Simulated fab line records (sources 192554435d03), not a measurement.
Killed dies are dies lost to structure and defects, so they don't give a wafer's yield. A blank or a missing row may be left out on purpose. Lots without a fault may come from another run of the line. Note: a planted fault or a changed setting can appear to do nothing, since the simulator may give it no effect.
Split-lot trial -- flow n5-finfet -- 4 lots, 21 wafers read, on a route of 1938 steps

## ON THE SPLIT
At N5_BEOL_M7_ETCH_61 (etches SiARC in CF4, target depth 45.5 nm, time 75.8 s), the setting source-w was moved away from the recipe's 545 W on 9 of the 21 wafers read, by -16.0% to -4.5%. For the rest of the wafers, this setting stayed at what the recipe calls for.

Reading taken at the split's own step.

## THE READING
rf-vpp-V, in V, at N5_BEOL_M7_ETCH_61 (etches SiARC in CF4, target depth 45.5 nm, time 75.8 s). Typical for fault-free wafers on this fab line: 183.9 V, with standard deviation 1.2 V.

wafer,"tool, chamber at the split","source-w as run, W",against the recipe,"rf-vpp-V, V",against lot-mates on the recipe
L077.1,"rie-diel-05, 1",457.8,-16.0%,193.0,+9.3
L077.2,"rie-diel-05, 0",545,recipe,183.5,-
L077.3,"rie-diel-05, 2",457.8,-16.0%,194.5,+10.8
L077.4,"rie-diel-05, 3",545,recipe,183.0,-
L077.5,"rie-diel-05, 2",457.8,-16.0%,195.2,+11.5
L077.6,"rie-diel-05, 3",545,recipe,184.7,-
L084.1,"rie-diel-03, 1",545,recipe,184.3,-
L084.2,"rie-diel-03, 3",520.3,-4.5%,187.5,+2.8
L084.3,"rie-diel-03, 2",545,recipe,183.6,-
L084.4,"rie-diel-03, 0",545,recipe,186.2,-
L084.5,"rie-diel-03, 2",520.3,-4.5%,185.5,+0.8
L084.6,"rie-diel-03, 3",520.3,-4.5%,188.6,+3.9
L083.4,"rie-diel-04, 2",545,recipe,183.7,-
L083.5,"rie-diel-04, 3",545,recipe,185.6,-
L083.6,"rie-diel-04, 0",545,recipe,184.0,-
L089.1,"rie-diel-04, 3",470,-13.8%,194.7,+9.7
L089.2,"rie-diel-04, 2",470,-13.8%,192.2,+7.2
L089.3,"rie-diel-04, 1",545,recipe,184.1,-
L089.4,"rie-diel-04, 0",545,recipe,183.1,-
L089.5,"rie-diel-04, 3",545,recipe,187.7,-
L089.6,"rie-diel-04, 0",470,-13.8%,192.7,+7.7

FIT RESULTS
A straight line over all 21 wafers: rf-vpp-V changes by -0.621 V for each +1% of source-w; r = -0.96; the points scatter about the line by 1.3 V.
The same after taking each lot's own level away (the mean of its wafers on the recipe; 21 wafers): -0.633 V for each +1%; r = -0.96; scatter 1.3 V.
That fit puts the effect of the largest move of source-w on the reading at 10 V.
The lots' own levels span 183.73 to 184.97 V, that is 1.0 times the standard deviation above.
So the lot-to-lot level changes the slope little: the two slopes agree.
Check: for one of the wafers moved furthest among these (-16.0%), held out of the fit, the line's prediction against its lot-mates is +10.2 V. Against them it came out at +9.27 V.
Tool readings at the split's step, against how far the setting was moved: etch-rf-on-time-s r = -0.96; rf-vpp-V r = -0.96.

## THE WHOLE CHAIN: every reading that the file lists as answering this split, in the file's order
step,what it does,reading,change (the file's fit),r (the file's)
N5_BEOL_M7_ETCH_61,"etches SiARC in CF4, target depth 45.5 nm, time 75.8 s",etch-rf-on-time-s,withheld for each +1% of the setting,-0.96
N5_BEOL_M7_ETCH_61,"etches SiARC in CF4, target depth 45.5 nm, time 75.8 s",rf-vpp-V,-0.626 V for each +1% of the setting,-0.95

## FILE'S OWN FIT
rf-vpp-V changes by -0.626 V for each +1% of source-w, r = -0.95.
